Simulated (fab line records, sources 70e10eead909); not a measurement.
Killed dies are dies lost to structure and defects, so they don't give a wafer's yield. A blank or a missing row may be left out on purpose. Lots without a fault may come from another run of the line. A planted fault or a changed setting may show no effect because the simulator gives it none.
Chamber matching | flow nand_harc | NHARC_P_CONTACT_STRIP_28 on rie_diel-10: 4 sister chambers
The step strips in O2. 18 wafers are shown with their chamber, then 9 later ones without.

WAFERS WITH THEIR CHAMBER
wafer  | chamber | showerhead_plenum_p_Torr (Torr) | drypump_motor_current_A (A) | oes_product_au (a.u.)
L243.1 | 1       | 3.56                            | 5.7                         | 1.009
L243.2 | 3       | 3.59                            | 5.4                         | 0.999
L243.6 | 1       | 3.56                            | 5.7                         | 1.004
L244.2 | 3       | 3.59                            | 5.5                         | 0.979
L244.4 | 1       | 3.56                            | 5.6                         | 0.989
L244.5 | 0       | 3.34                            | 5.7                         | 1.012
L246.2 | 1       | 3.56                            | 5.6                         | 0.997
L246.4 | 0       | 3.34                            | 5.7                         | 1.032
L246.6 | 1       | 3.56                            | 5.6                         | 1.006
L245.1 | 0       | 3.34                            | 5.7                         | 1.023
L245.3 | 1       | 3.56                            | 5.6                         | 1.004
L245.6 | 0       | 3.34                            | 5.7                         | 1.029
L249.1 | 2       | 3.46                            | 4.9                         | 1.002
L249.5 | 2       | 3.46                            | 4.9                         | 1.000
L249.6 | 3       | 3.58                            | 5.4                         | 0.985
L250.2 | 3       | 3.58                            | 5.4                         | 1.000
L250.4 | 1       | 3.55                            | 5.7                         | 1.009
L250.5 | 3       | 3.58                            | 5.5                         | 0.977

SIGNATURES (means of the wafers above)
reading                  | chamber 0 | chamber 1 | chamber 2 | chamber 3 | scatter within a chamber
showerhead_plenum_p_Torr | 3.3400    | 3.5586    | 3.4600    | 3.5840    | 0.00383
drypump_motor_current_A  | 5.700     | 5.643     | 4.900     | 5.440     | 0.0456
oes_product_au           | 1.02400   | 1.00257   | 1.00100   | 0.98800   | 0.00856
Rule: a wafer's distance from a chamber is the root of the sum, over the readings, of the square of ((its reading less the chamber's mean) divided by the reading's scatter). The wafer belongs to the nearest chamber; if the next one is less than 2 further off, it can't be placed. The scatter: the root of (the sum of the squares of (reading less its chamber's mean) over the shown wafers, divided by (wafers less chambers)).

WAFERS WITHOUT THEIR CHAMBER
wafer  | showerhead_plenum_p_Torr (Torr) | drypump_motor_current_A (A) | oes_product_au (a.u.)
L258.2 | 3.46                            | 5.0                         | 1.006
L258.4 | 3.34                            | 5.7                         | 1.018
L258.6 | 3.58                            | 5.4                         | 1.005
L262.2 | 3.55                            | 5.6                         | 0.981
L262.3 | 3.46                            | 5.0                         | 0.994
L262.5 | 3.58                            | 5.4                         | 0.989
L264.1 | 3.34                            | 5.7                         | 1.002
L264.4 | 3.46                            | 5.0                         | 1.012
L264.6 | 3.34                            | 5.7                         | 1.000

WHICH CHAMBER EACH WENT THROUGH
wafer  | from the rows above | in truth
L258.2 | 2                   | 2
L258.4 | 0                   | 0
L258.6 | 3                   | 3
L262.2 | 1                   | 1
L262.3 | 2                   | 2
L262.5 | 3                   | 3
L264.1 | 0                   | 0
L264.4 | 2                   | 2
L264.6 | 0                   | 0
Placed correctly: 9 of 9. Can't be placed from these rows: 0. Placed wrongly: 0.
